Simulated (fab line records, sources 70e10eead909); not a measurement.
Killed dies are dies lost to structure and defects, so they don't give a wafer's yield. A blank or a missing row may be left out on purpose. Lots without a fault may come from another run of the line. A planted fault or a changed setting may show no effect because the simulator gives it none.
Which tool did it? | flow nand_harc | 7 lots, 21 wafers sampled, at 3 steps of a route of 1159

WHAT THE GAUGES READ, wafer by wafer
NHARC_P_M1_OVL_MEAS_10: pitch 260 nm.
lot  | measured     | on         | overlay_x_nm (nm)
L387 | day 6 19:37  | overlay-01 | 1.8 1.6 1.4
L388 | day 6 20:23  | overlay-02 | -0.4 -0.2 -0.3
L394 | day 8 09:45  | overlay-02 | - - -
L398 | day 9 06:49  | overlay-01 | -0.1 -0.4 -0.9
L403 | day 10 13:41 | overlay-02 | 0.4 0.4 0.3
L404 | day 10 21:58 | overlay-01 | 1.4 1.4 1.2
L406 | day 11 12:58 | overlay-02 | -0.8 -0.2 -0.2

WHICH TOOL RAN EACH LOT (tool, then ch and the chambers of the sampled wafers, then the start)
lot  | NHARC_P_M0_ANNEAL_30             | NHARC_P_M1_PEB_07
L387 | rtp_anneal-01 ch 0, day 6 17:20  | litho_track-06 ch 0, day 6 19:27
L388 | rtp_anneal-01 ch 0, day 6 18:15  | litho_track-01 ch 0, day 6 20:13
L394 | rtp_anneal-02 ch 0, day 8 07:26  | litho_track-06, day 8 09:35
L398 | rtp_anneal-02 ch 0, day 9 04:40  | litho_track-01 ch 0, day 9 06:38
L403 | rtp_anneal-02 ch 0, day 10 11:21 | litho_track-01 ch 0, day 10 13:31
L404 | rtp_anneal-02 ch 0, day 10 19:31 | litho_track-06 ch 0, day 10 21:47
L406 | rtp_anneal-01 ch 0, day 11 10:44 | litho_track-06 ch 0, day 11 12:48
- NHARC_P_M0_ANNEAL_30: time 90 s.
- NHARC_P_M1_PEB_07: peb time 65 s.

THE ANSWER, worked out from the rows above alone
Rule: what is usual is taken from the lots themselves. Put in order of their means at a reading, lots are off if they are a third of the lots or fewer, leave a main group of 4 or more, and stand apart from it by a gap of 3 or more times the standard deviation of the main group's means; of several such gaps the widest counts. A main group whose means are all the same, to the digits that the tables above print for the reading, isn't used. A lot without any number at a reading at which 4 lots or more have one is off too. The other lots that the step has rows for count as sound.
Off: L394, at NHARC_P_M1_OVL_MEAS_10 (overlay_x_nm). Without a number there: L394. The main group: mean 0.4 nm, standard deviation 0.83.
A tool fits if, at a process step before that reading, it ran every lot that is off, and no sound lot after the first of them. The gauges at NHARC_P_M1_OVL_MEAS_10 are tried like those tools. None of those tried fits.

WHAT THE SIMULATOR HAD PUT IN
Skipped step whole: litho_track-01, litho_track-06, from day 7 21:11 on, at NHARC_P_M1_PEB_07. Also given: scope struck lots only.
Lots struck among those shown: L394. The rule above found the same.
